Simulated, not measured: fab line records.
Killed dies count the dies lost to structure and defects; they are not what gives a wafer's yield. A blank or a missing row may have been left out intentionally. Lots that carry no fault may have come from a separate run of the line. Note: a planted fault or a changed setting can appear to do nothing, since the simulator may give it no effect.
Matching of chambers    flow n5-finfet    4 sister chambers for N5_BEOL_M6_ETCH_72 on rie-diel-01
The step etches underlayer in N2/H2, target depth 6.5 nm, time 5.2 s. 20 wafers are shown with their chamber, then 10 later ones without.

== EACH WAFER AND ITS CHAMBER ==
wafer   chamber  showerhead-plenum-p-Torr (Torr)  throttle-valve-pct (%)  oes-product-au (a.u.)
L076.3  3        2.45                             17.74                   0.64
L076.5  2        2.56                             17.99                   0.64
L076.6  1        2.70                             17.65                   0.79
L077.1  2        2.56                             18.00                   0.64
L077.2  0        2.45                             17.72                   0.70
L077.6  0        2.45                             17.72                   0.70
L079.2  0        2.45                             17.73                   0.71
L079.3  3        2.44                             17.82                   0.65
L079.6  3        2.44                             17.77                   0.64
L084.1  3        2.44                             17.79                   0.63
L084.4  1        2.69                             17.68                   0.75
L084.6  0        2.45                             17.74                   0.69
L085.2  0        2.45                             17.75                   0.69
L085.3  3        2.44                             17.80                   0.64
L085.4  1        2.69                             17.71                   0.75
L086.1  2        2.55                             18.01                   0.63
L086.2  3        2.44                             17.81                   0.63
L086.3  1        2.69                             17.72                   0.75
L089.3  0        2.44                             17.77                   0.67
L089.4  3        2.44                             17.82                   0.63

SIGNATURES, as means of the wafers listed above
reading                   chamber 0  chamber 1  chamber 2  chamber 3  scatter within a chamber
showerhead-plenum-p-Torr  2.4483     2.6925     2.5567     2.4414     0.00441
throttle-valve-pct        17.7383    17.6900    18.0000    17.7929    0.0253
oes-product-au            0.6933     0.7600     0.6367     0.6371     0.0126
Rule: a wafer lies at a distance from a chamber equal to the root of the sum of squares, over the readings, of (its reading less the chamber's mean, divided by the reading's scatter). The wafer belongs to the nearest chamber; if the next one is less than 2 further off, it can't be placed. The scatter: the root of (the sum of the squares of (reading less its chamber's mean) over the shown wafers, divided by (wafers less chambers)).

== WAFERS MISSING THEIR CHAMBER ==
wafer   showerhead-plenum-p-Torr (Torr)  throttle-valve-pct (%)  oes-product-au (a.u.)
L089.6  2.44                             17.82                   0.64
L090.2  2.44                             17.83                   0.64
L090.4  2.69                             17.71                   0.74
L090.6  2.69                             17.69                   0.73
L095.2  2.68                             17.75                   0.72
L095.3  2.44                             17.78                   0.66
L095.5  2.43                             17.83                   0.62
L097.2  2.43                             17.83                   0.62
L097.3  2.54                             18.08                   0.62
L097.5  2.44                             17.79                   0.67

== WHICH CHAMBER EACH ONE RAN IN ==
wafer   from the rows above      in truth
L089.6  3                        3
L090.2  3                        3
L090.4  1                        1
L090.6  1                        1
L095.2  1                        1
L095.3  can't be placed: 3 or 0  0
L095.5  3                        3
L097.2  3                        3
L097.3  2                        2
L097.5  can't be placed: 3 or 0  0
Placed correctly: 8 of 10. Can't be placed from these rows: 2 (the true chamber is among the candidates in 2). Wrongly placed: 0.
